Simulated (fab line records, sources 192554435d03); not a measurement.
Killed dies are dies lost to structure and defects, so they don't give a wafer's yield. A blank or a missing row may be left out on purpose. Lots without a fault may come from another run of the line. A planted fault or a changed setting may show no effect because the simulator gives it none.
Split-lot experiment | flow n5_finfet | 7 lots, 21 wafers read, on a route of 1938 steps

THE SPLIT
At N5_BEOL_M10_COAT_64 (time 60 s, resist thk 30 nm), the setting spin_rpm was moved away from the recipe's 1500 rpm on 4 of the 21 wafers read, by -11.1% to -6.1%. The other wafers ran this setting at the recipe's value.

The reading is taken at the split's own step.

THE READING
SiARC_of_BEOL_M10_COAT_64.thk_nm (the simulator's own value, which no gauge read), in nm, at N5_BEOL_M10_COAT_64 (time 60 s, resist thk 30 nm). The file gives no usual value for it. The 17 wafers here that ran the recipe average 30.0 nm, standard deviation 0.094 nm.

wafer  | tool, chamber at the split | spin_rpm as run, rpm | against the recipe | SiARC_of_BEOL_M10_COAT_64.thk_nm, nm | against lot-mates on the recipe
L074.2 | litho_track-04, 0          | 1500                 | recipe             | 30                                   | -
L074.4 | litho_track-04, 0          | 1500                 | recipe             | 30                                   | -
L074.6 | litho_track-04, 0          | 1500                 | recipe             | 30                                   | -
L075.1 | litho_track-03, 0          | 1500                 | recipe             | 30                                   | -
L075.3 | litho_track-03, 0          | 1500                 | recipe             | 30                                   | -
L075.4 | litho_track-03, 0          | 1500                 | recipe             | 30                                   | -
L076.1 | litho_track-02, 0          | 1500                 | recipe             | 29.8                                 | -
L076.2 | litho_track-02, 0          | 1500                 | recipe             | 29.8                                 | -
L076.3 | litho_track-02, 0          | 1334                 | -11.1%             | 31.6                                 | +1.8
L078.1 | litho_track-03, 0          | 1500                 | recipe             | 30.2                                 | -
L078.5 | litho_track-03, 0          | 1500                 | recipe             | 30                                   | -
L078.6 | litho_track-03, 0          | 1408                 | -6.1%              | 31                                   | +0.9
L083.3 | litho_track-03, 0          | 1500                 | recipe             | 30                                   | -
L083.5 | litho_track-03, 0          | 1500                 | recipe             | 30                                   | -
L083.6 | litho_track-03, 0          | 1500                 | recipe             | 30                                   | -
L088.2 | litho_track-02, 0          | 1500                 | recipe             | 30                                   | -
L088.3 | litho_track-02, 0          | 1500                 | recipe             | 30                                   | -
L088.4 | litho_track-02, 0          | 1500                 | recipe             | 30                                   | -
L090.1 | litho_track-02, 0          | 1348                 | -10.1%             | 31.6                                 | +1.8
L090.4 | litho_track-02, 0          | 1348                 | -10.1%             | 31.6                                 | +1.8
L090.3 | litho_track-02, 0          | 1500                 | recipe             | 29.8                                 | -

THE FIT
A straight line over all 21 wafers: SiARC_of_BEOL_M10_COAT_64.thk_nm changes by -0.156 nm for each +1% of spin_rpm; r = -0.99; the points scatter about the line by 0.094 nm.
The same after taking each lot's own level away (the mean of its wafers on the recipe; 21 wafers): -0.17 nm for each +1%; r = -1.00; scatter 0.056 nm.
On that fit, the largest move of spin_rpm shifts the reading by 1.9 nm.
The lots' own levels span 29.80 to 30.10 nm, that is 3.2 times the standard deviation above.
So the lot-to-lot level changes the slope little: the two slopes agree.
Check: with one of the wafers moved furthest among these (-11.1%) left out of the fit, the line predicts +1.91 nm for it against its lot-mates. It came out at +1.8 nm against them.

OTHER SPLITS ON THESE WAFERS
These wafers also went through other splits before the reading. Each is held against what the fit with the lots' levels taken away leaves over:
other split on the same wafers   | wafers away from the commonest value | r with SiARC_of_BEOL_M10_COAT_64.thk_nm (lot level and that fit taken away)
N5_BEOL_M9_EXPOSE_08 dose_mj     | 5                                    | +0.09
N5_BEOL_M9_TRENCH_ETCH_37 bias_w | 10                                   | +0.30

THE FILE'S OWN FIT
SiARC_of_BEOL_M10_COAT_64.thk_nm changes by -0.166 nm for each +1% of spin_rpm, r = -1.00.
